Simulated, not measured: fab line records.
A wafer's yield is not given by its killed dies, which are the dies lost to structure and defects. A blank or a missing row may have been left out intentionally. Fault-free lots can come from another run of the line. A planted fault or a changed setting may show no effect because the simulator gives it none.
fab line records | flow n5Finfet | part 2 of 2: steps 17 to 26 of 26
record: lots: 5 wafers: 15 lastDay: 14
route steps=1938 shown BEOL_M2@874
lots with no fault: from the same line, run without faults
startH: the number of hours between the record's first day and the start of the first shown wafer of the lot | waitH: hours from the lot's prior step to this one | " unchanged from the row above | L1.1+2: several wafers, shown together as one row | - no value, or no start was given | * or withheld: withheld | < > ~ a bound
route shown NAME@n: names a module that has steps shown in the file, with the first one's number in the route | usual: average and standard deviation across the fault-free wafers | same: alike in all rows | chamber/n: place in a boat | sites: the reading at each site | _std_site: the standard deviation of these | _edge_site: outer sites' mean less inner sites' | radiusMm: for every site, how far away it sits from the centre of the wafer | mask NAME#n: copy n | behind: the most recent tool/chamber to have shaped the wafer | hold: cause of the lot's hold/its duration in hours/its outcome | device: whichever transistor did not switch (one of n, p or np) | end of line: at the end of the route, the tests of the same wafers | step lacking rows: just its recipe | killed: dies that structure and defects cost at the first sort, which is not the same as the wafer's yield | map: per-die view of a wafer (x killed, . not killed, _ where there is no die)
set.NAME: the setting as run; set.NAME@STEP: as run at that earlier step | model.NAME: the simulator's own value behind a step, which no gauge read
lots seen at some steps along the route; tables by step, rows by wafer
services: when a tool's chamber went out of use (startH, in hours from the record's first day, below 0 if earlier), for how many hours, and the reason
== steps ==
step: N5_BEOL_M2_TRENCH_ETCH_37
recipe: chemistry: C4F6/O2 targetDepthA: 555.55 target: SiOC timeS: 29.2 ionEnergyEv: 250 pressureMtorr: 30 sourceW: 355 biasW: 185 Ar_flow_sccm: 300 C4F6_flow_sccm: 10 O2_flow_sccm: 10
usual: drypumpMotorCurrentA: 5.9/0.46 oes_f_703_au: 0.80/0.074 oesProductAu: 0.80/0.071 rfVppV: 667/10 showerheadPlenumPTorr: 2.91/0.086 throttleValvePct: 20.8/0.34
columns lot.wafer tool chamber startH waitH drypumpMotorCurrentA oes_f_703_au oesProductAu rfHoursCounterH rfVppV showerheadPlenumPTorr throttleValvePct
L076.1 rieDiel-05 3 - - 5.9 0.73 0.71 215 666 2.92 20.4
L076.3 " 0 " " 6.2 0.90 0.89 28 660 3.00 20.4
L076.4 " 2 " " 5.4 0.83 0.85 71 678 2.77 20.5
L078.2 rieDiel-05 3 - - 5.9 0.73 0.71 215 665 2.92 20.4
L078.4 " 0 " " 6.2 0.90 0.88 28 660 3.00 20.4
L078.5 " 1 " " 5.8 0.75 0.76 - 670 2.98 21.4
L081.2 rieDiel-05 1 - - 5.8 0.75 0.76 153 671 2.98 21.4
L081.3 " 2 " " 5.4 0.82 0.84 80 677 2.76 20.5
L081.4 " 0 " " 6.2 0.88 0.87 36 661 3.00 20.4
L082.2 rieDiel-05 1 - - 5.8 0.75 0.75 154 670 2.98 21.4
L082.3 " 3 " " 5.8 0.72 0.70 225 666 2.91 20.4
L082.4 " 0 " " 6.2 0.88 0.86 38 659 3.00 20.4
L083.1 rieDiel-04 3 - - 6.3 0.83 0.83 84 668 2.87 20.5
L083.5 " 2 " " 6.3 0.82 0.80 - 665 3.00 20.9
L083.6 " 1 " " 5.8 0.67 0.67 - 660 2.93 20.7
step: N5_BEOL_M2_ETCH_41
recipe: chemistry: CH3F/O2 target: SiCN targetDepthA: 299 taperDeg: 2 timeS: 52.5 ionEnergyEv: 120 maskMaterial: TiN pressureMtorr: 30 sourceW: 395 biasW: 75 Ar_flow_sccm: 150 CH3F_flow_sccm: 30 O2_flow_sccm: 20
usual: drypumpMotorCurrentA: 5.9/0.47 oesProductAu: 0.80/0.071 rfVppV: 298.2/1.4 showerheadPlenumPTorr: 2.05/0.063 throttleValvePct: 16.3/0.31
columns lot.wafer tool chamber startH waitH drypumpMotorCurrentA oesProductAu rfHoursCounterH rfVppV showerheadPlenumPTorr throttleValvePct
L076.1 rieDiel-05 3 - - 5.9 0.71 215 298.2 2.06 16.0
L076.3 " 0 " " 6.2 0.88 28 298.6 2.11 15.9
L076.4 " 2 " " 5.4 0.85 71 294.5 1.94 16.0
L078.2 rieDiel-05 3 - - 5.8 0.70 215 298.3 2.06 16.0
L078.4 " 0 " " 6.2 0.88 28 298.9 2.11 15.9
L078.5 " 1 " " 5.8 0.75 - 300.3 2.10 16.8
L081.2 rieDiel-05 1 - - 5.8 0.75 153 298.0 2.10 16.8
L081.3 " 2 " " 5.5 0.83 80 296.5 1.94 16.0
L081.4 " 0 " " 6.2 0.86 36 300.6 2.11 15.9
L082.2 rieDiel-05 1 - - 5.8 0.75 154 297.7 2.10 16.8
L082.3 " 3 " " 5.9 0.70 225 299.3 2.05 16.1
L082.4 " 0 " " 6.2 0.87 38 299.2 2.11 15.9
L083.1 rieDiel-04 3 - - 6.3 0.83 84 297.4 2.02 16.0
L083.5 " 2 " " 6.2 0.81 - 299.9 2.11 16.4
L083.6 " 1 " " 5.8 0.67 - 298.1 2.06 16.3
step: N5_BEOL_M2_STRIP_97
recipe: chemistry: N2/H2 timeS: 10 powerW: 450 tempC: 40 pressureMtorr: 20 rfFrequencyHz: 6e+07 biasPowerW: 7 n2FlowSccm: 200 h2FlowSccm: 200
usual: drypumpMotorCurrentA: 5.9/0.46 n2FlowSccm: 200.0/0.56 oesProductAu: 0.80/0.073 rfVppV: 59.3/0.89 showerheadPlenumPTorr: 2.59/0.086 throttleValvePct: 23.5/0.46
columns lot.wafer tool chamber startH waitH drypumpMotorCurrentA n2FlowSccm oesProductAu rfHoursCounterH rfVppV showerheadPlenumPTorr throttleValvePct
L076.1 rieDiel-05 3 - - 5.8 200.9 0.71 215 59.8 2.59 22.7
L076.3 " 0 " " 6.2 199.4 0.90 28 59.1 2.67 22.9
L076.4 " 2 " " 5.4 200.5 0.84 71 59.4 2.47 23.2
L078.2 rieDiel-05 3 - - 5.9 201.1 0.71 215 60.0 2.59 22.7
L078.4 " 0 " " 6.2 200.5 0.89 28 59.9 2.67 22.9
L078.5 " 1 " " 5.8 199.3 0.75 - 60.1 2.65 24.1
L081.2 rieDiel-05 1 - - 5.8 199.6 0.74 153 59.0 2.65 24.1
L081.3 " 2 " " 5.5 199.4 0.84 80 56.2 2.47 23.3
L081.4 " 0 " " 6.2 200.8 0.88 36 60.5 2.66 22.9
L082.2 rieDiel-05 1 - - 5.9 199.9 0.74 154 60.5 2.65 24.1
L082.3 " 3 " " 5.8 199.3 0.71 225 58.6 2.59 22.7
L082.4 " 0 " " 6.2 199.6 0.87 38 59.1 2.66 22.9
L083.1 rieDiel-04 3 - - 6.3 199.3 0.82 84 59.5 2.59 23.7
L083.5 " 2 " " 6.3 199.6 0.80 - 59.5 2.70 23.7
L083.6 " 1 " " 5.8 199.1 0.68 - 58.3 2.62 23.7
step: N5_BEOL_M2_OCD_MEAS_38
usual: trenchDepthNm: 55.7/1.2
columns lot.wafer tool chamber startH waitH trenchDepthNm
L076.1 ocd-01 - 164.51 - 53.3
L076.3 " - " " 54.6
L076.4 " - " " 56.0
L078.2 ocd-01 - 164.89 - 54.9
L078.4 " - " " 55.2
L078.5 " - " " 56.8
L081.2 ocd-02 - 190.98 - 56.2
L081.3 " - " " 57.2
L081.4 " - " " 55.2
L082.2 ocd-01 - 197.61 - 56.7
L082.3 " - " " 54.3
L082.4 " - " " 54.5
L083.1 ocd-02 - 200.80 - 56.0
L083.5 " - " " 55.4
L083.6 " - " " 53.0
step: N5_BEOL_M2_HM_STRIP_39
recipe: chemistry: peroxideTinStrip material: TiN targetDepthA: 250 tempC: 50 timeS: 158
columns lot.wafer tool chamber startH waitH
L076.1+3+4 wetBench-01 7,1,4 164.55 0.0
L078.2+4+5 wetBench-01 3,1,0 164.92 0.0
L081.2+3+4 wetBench-01 0,4,5 191.01 0.0
L082.2+3+4 wetBench-04 0,6,1 197.64 0.0
L083.1+5+6 wetBench-04 3,4,6 200.84 0.0
step: N5_BEOL_M2_SRD_40
recipe: timeS: 30 tempC: 23 rinseLiquid: diw dry: ipaMarangoni
columns lot.wafer tool chamber startH waitH
L076.1+3+4 wetBench-01 7,1,4 164.59 0.0
L078.2+4+5 wetBench-01 3,1,0 164.97 0.0
L081.2+3+4 wetBench-01 0,4,5 191.06 0.0
L082.2+3+4 wetBench-04 0,6,1 197.68 0.0
L083.1+5+6 wetBench-04 3,4,6 200.88 0.0
step: N5_BEOL_M2_PRECLEAN_42
recipe: chemistry: residueRemover timeS: 60 tempC: 40
columns lot.wafer tool chamber startH waitH
L076.1+3+4 wetBench-01 7,1,4 164.61 0.0
L078.2+4+5 wetBench-01 3,1,0 164.98 0.0
L081.2+3+4 wetBench-01 0,4,5 191.08 0.0
L082.2+3+4 wetBench-04 0,6,1 197.70 0.0
L083.1+5+6 wetBench-04 3,4,6 200.90 0.0
step: N5_BEOL_M2_SRD_43
recipe: timeS: 30 tempC: 23 rinseLiquid: diw dry: ipaMarangoni
columns lot.wafer tool chamber startH waitH
L076.1+3+4 wetBench-01 7,1,4 164.63 0.0
L078.2+4+5 wetBench-01 3,1,0 165.00 0.0
L081.2+3+4 wetBench-01 0,4,5 191.09 0.0
L082.2+3+4 wetBench-04 0,6,1 197.72 0.0
L083.1+5+6 wetBench-04 3,4,6 200.92 0.0
step: N5_BEOL_M2_CD_MEAS_35
recipe: targetCdNm: 18 targetCdYNm: 22.2 polarity: opening
usual: cdNm: 17.8/0.38
columns lot.wafer tool chamber startH waitH cdNm
L076.1 cdSem-02 - 164.67 0.0 17.5
L076.3 " - " " 17.1
L076.4 " - " " 18.1
L078.2 cdSem-03 - 165.04 0.0 18.1
L078.4 " - " " 18.5
L078.5 " - " " 18.0
L081.2 cdSem-01 - 191.13 0.0 17.7
L081.3 " - " " 18.7
L081.4 " - " " 17.8
L082.2 cdSem-01 - 197.76 0.0 17.3
L082.3 " - " " 18.1
L082.4 " - " " 18.1
L083.1 cdSem-03 - 200.96 0.0 17.7
L083.5 " - " " 18.6
L083.6 " - " " 18.0
step: N5_BEOL_M2_DEGAS_44
recipe: ambient: vacuum tempC: 250 timeS: 60
usual: heaterPowerW: 361/26
columns lot.wafer tool chamber startH waitH heaterPowerW
L076.1 pvdSputter-03 - 164.83 0.2 377
L076.3 " - " " 343
L076.4 " - " " 333
L078.2 pvdSputter-03 - 165.15 0.1 389
L078.4 " - " " 370
L078.5 " - " " 324
L081.2 pvdSputter-03 - 191.98 0.8 331
L081.3 " - " " 345
L081.4 " - " " 373
L082.2 pvdSputter-01 - 198.11 0.4 351
L082.3 " - " " 400
L082.4 " - " " 378
L083.1 pvdSputter-01 - 201.45 0.5 352
L083.5 " - " " 382
L083.6 " - " " 404
== services ==
columns tool chamber startH hours kind
rieDiel-05 2 133.03 8.9 repair
rieDiel-04 - 137.93 0.3 repair
aldSin-03 3 142.01 13.5 repair
rieDiel-06 2 146.63 - clean
rieDiel-06 2 146.63 18.4 scheduledDown
rieDiel-06 2 146.63 18.4 ventCycle
rieDiel-06 - 176.36 0.6 repair
aldSin-01 - 178.72 14.0 pm
aldSin-01 0 178.72 14.0 ventCycle
aldSin-01 1 178.72 14.0 ventCycle
aldSin-01 2 178.72 14.0 ventCycle
aldSin-01 3 178.72 14.0 ventCycle
aldSin-04 - 188.60 1.9 repair
aldSin-01 0 192.72 - clean
aldSin-01 1 192.72 - clean
aldSin-01 2 192.72 - clean
aldSin-01 3 192.72 - clean
aldSin-04 2 200.11 3.1 repair
